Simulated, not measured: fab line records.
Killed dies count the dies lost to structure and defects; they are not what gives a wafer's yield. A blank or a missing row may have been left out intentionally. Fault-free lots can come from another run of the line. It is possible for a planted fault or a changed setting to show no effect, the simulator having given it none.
One fault seen from 2 desks | flow n5Finfet | each desk holds nothing but its own numbers, with what lay behind them at the end

== FROM THE METROLOGY DESK ==
What the gauges read for every lot (on any tool): the sampled wafers with a number, averaged. Any lot whose mean is over 4 standard deviations away from the usual mean is out of limits and marked OUT; that distance is given in the brackets. Of its 25 readings 7 are shown: the one that was out of limits first, and those that lie furthest out on some lot.
Columns: A = M12_THK at N5_BEOL_M12_THK_MEAS_50, usual 322 nm; B = M12_RS at N5_BEOL_M12_RS_MEAS_54, usual 0.0599 ohm/sq; C = COMB_M5 at N5_BEOL_M15_RC_MEAS_101, usual 3.5e-11 S/m; D = COMB_M7 at N5_BEOL_M15_RC_MEAS_101, usual 2.6e-11 S/m; E = COMB_M8 at N5_BEOL_M15_RC_MEAS_101, usual 2.5e-11 S/m; F = SERP_M12 at N5_BEOL_M15_RC_MEAS_101, usual 0.640 ohm/um; G = SERP_M12_max_site at N5_BEOL_M15_RC_MEAS_101, usual 0.653 ohm/um
lot  | first seen here | A             | B                | C       | D       | E       | F                | G
L714 | day 10 06:26    | 320           | 0.0595           | 4.0e-11 | 2.2e-11 | 2.1e-11 | 0.646            | 0.659
L717 | day 10 18:46    | 323           | 0.0602           | 3.6e-11 | 2.2e-11 | 2.1e-11 | 0.635            | 0.652
L728 | day 15 10:15    | 324           | 0.0588           | 2.9e-11 | 2.5e-11 | 2.2e-11 | 0.611            | 0.625
L734 | day 16 01:26    | 322           | 0.0604           | 3.2e-11 | 3.3e-11 | 4.0e-11 | 0.642            | 0.655
L729 | day 16 19:08    | 275 (-10) OUT | 0.0725 (+14) OUT | 3.0e-11 | 2.6e-11 | 3.3e-11 | 0.782 (+8.3) OUT | 0.799 (+7.7) OUT
L731 | day 16 21:37    | 272 (-11) OUT | 0.0736 (+16) OUT | 3.4e-11 | 2.5e-11 | 3.0e-11 | 0.766 (+7.4) OUT | 0.783 (+6.8) OUT
L727 | day 17 13:20    | 274 (-11) OUT | 0.0732 (+15) OUT | 4.1e-11 | 2.8e-11 | 2.2e-11 | 0.762 (+7.2) OUT | 0.777 (+6.5) OUT
L737 | day 18 03:57    | 322           | 0.0599           | 2.4e-11 | 3.7e-11 | 3.0e-11 | 0.638            | 0.658
This desk's finding: out of limits on L727, L729, L731; first on L729, day 16 19:08 (M12_THK at N5_BEOL_M12_THK_MEAS_50). L714, L717, L728, L734, L737 stayed within limits.

== THE DEFECT DESK ==
For each lot, the counts of the inspections along the route, averaged over the sampled wafers that have a number. Any lot whose mean is over 4 standard deviations away from the usual mean is out of limits and marked OUT; that distance is given in the brackets.
Columns: A = rawDefectCount at N5_BEOL_M12_INSPECT_30, usual 2.3
lot  | first seen here | A
L714 | day 10 04:08    | 2.3
L717 | day 10 16:47    | 2.0
L728 | day 15 07:30    | 1.0
L734 | day 15 23:17    | 2.0
L729 | day 16 14:57    | 2.5
L731 | day 16 17:10    | 2.0
L727 | day 17 08:40    | 2.0
L737 | day 17 22:49    | 2.3
Finding of this desk: none of the 8 lots has anything out of limits.

== TAKEN TOGETHER ==
Metrology desk: alarm possible at day 16 19:08 on L727, L729, L731.
Nothing out of limits was seen by the defect desk.
The defect desk has L727, L729, L731 on record, within its limits.
On ecdCu-02, each named lot ran N5_BEOL_M12_ECD_47.

== WHAT THE SIMULATOR HAD INSERTED ==
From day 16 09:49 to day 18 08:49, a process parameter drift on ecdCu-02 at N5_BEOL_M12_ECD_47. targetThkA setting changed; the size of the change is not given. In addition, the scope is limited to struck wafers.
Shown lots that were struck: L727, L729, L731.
Delay in hours, fault start to first out-of-limits reading, per desk: metrology desk 9.
